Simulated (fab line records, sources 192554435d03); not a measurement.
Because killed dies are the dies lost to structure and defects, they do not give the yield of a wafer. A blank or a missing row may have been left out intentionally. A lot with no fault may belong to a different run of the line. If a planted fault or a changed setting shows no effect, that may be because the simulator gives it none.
Problem report in the 8D (eight disciplines) form, filled by code :: flow n5Finfet :: the parts of the form that need people (team, actions taken, sign-off) are left out

## 1. WHAT WENT WRONG
Wafers without a fault read 14, standard deviation 5.2; killed_at_M4_up at N5_PASSIVATION_PROBE_49 reads a mean of 153 on 3 wafers belonging to 2 lots. Measured from the usual mean, that is +27 standard deviations.
Seen first at day 20 14:26 on prober-01, wafer L493.3. Wafers with a number at this step in the record: 6, from 2 lots. The rule behind "out" and "out of limits": a value lying over 4 standard deviations away from the usual mean. The rest of the wafers with a number are treated as sound.

## 2. WHAT IT IS; WHAT IT IS NOT
question: which readings at this step
is: killed_at_M4_up, defectLimitedYield, killedDies, sort_bin_5_function, sortNPass, sortYieldPct
is not: killed_at_M0_to_M3, killedAtContacts, killedAtFrontEnd, killedOpen, killedShort, sort_bin_4_leakage, sort_bin_8_speed

question: which lots
is: L493, L498
is not: -

question: which wafers of those lots
is: L493.3, L493.5, L498.5
is not: L493.1, L498.2, L498.4

question: read on which tools
is: prober-01, prober-02
is not: -

question: when
is: from day 20 14:26
is not: up to then (1 sound wafer); but 2 sound wafers of L498 came after

## 3. WHAT RULES OUT EACH SUSPECT
Counting: a tool at a process step up to the reading stays a suspect if it ran every lot that is out. Sound lots after the first of them don't rule it out here, since some wafers of a struck lot are sound.
- cvdCo-02 at N5_BEOL_M9_CVD_78 (deposits Co from CCTBA/H2, target thk 2 nm, time 138.9 s): kept. It ran every lot that is out, first L493 (day 16 12:01).
Remaining after the count: cvdCo-02 at N5_BEOL_M9_CVD_78.

## 4. THE CAUSE (what the simulator had put in)
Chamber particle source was cvdCo-02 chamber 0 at N5_BEOL_M9_CVD_78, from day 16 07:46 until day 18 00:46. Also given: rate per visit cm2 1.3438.
Only this tool survived the counting.

## 5. SEQUENCE OF EFFECTS, ordered by route
Rows list readings where the struck wafers' mean (over those with a number) sits beyond 3 standard deviations from the usual. Only readings whose record carries a usual standard deviation are examined. hours: median over the lots of the time between each lot's start at the first step of this table that gives one and its start at this step. sigmas: the change, counted in usual standard deviations.
hours: 0
step: N5_PASSIVATION_PROBE_49
reading: defectLimitedYield
usual: 91.2 %
on struck wafers: 80.3
change: -10.9
sigmas: -7.3

hours: 0
step: N5_PASSIVATION_PROBE_49
reading: killed_at_M4_up
usual: 14
on struck wafers: 153
change: +139
sigmas: +27

hours: 0
step: N5_PASSIVATION_PROBE_49
reading: killedDies
usual: 104
on struck wafers: 233
change: +129
sigmas: +7.1

hours: 0
step: N5_PASSIVATION_PROBE_49
reading: sort_bin_5_function
usual: 5.2 %
on struck wafers: 12.2
change: +7.0
sigmas: +7.0

hours: 0
step: N5_PASSIVATION_PROBE_49
reading: sortNPass
usual: 1076
on struck wafers: 947
change: -129
sigmas: -7.1

hours: 0
step: N5_PASSIVATION_PROBE_49
reading: sortYieldPct
usual: 91.2 %
on struck wafers: 80.3
change: -10.9
sigmas: -7.3
Process steps it contains:
- N5_PASSIVATION_PROBE_49

## 6. WHAT WOULD HAVE CAUGHT IT SOONER
First out-of-limits reading in this record: day 20 14:26, which is 103 hours after fault onset at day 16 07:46.
Lots out: 2; all had begun N5_BEOL_M9_CVD_78 on cvdCo-02 by day 20 14:26. Had the tool been put on hold then, not one of them would have been saved.
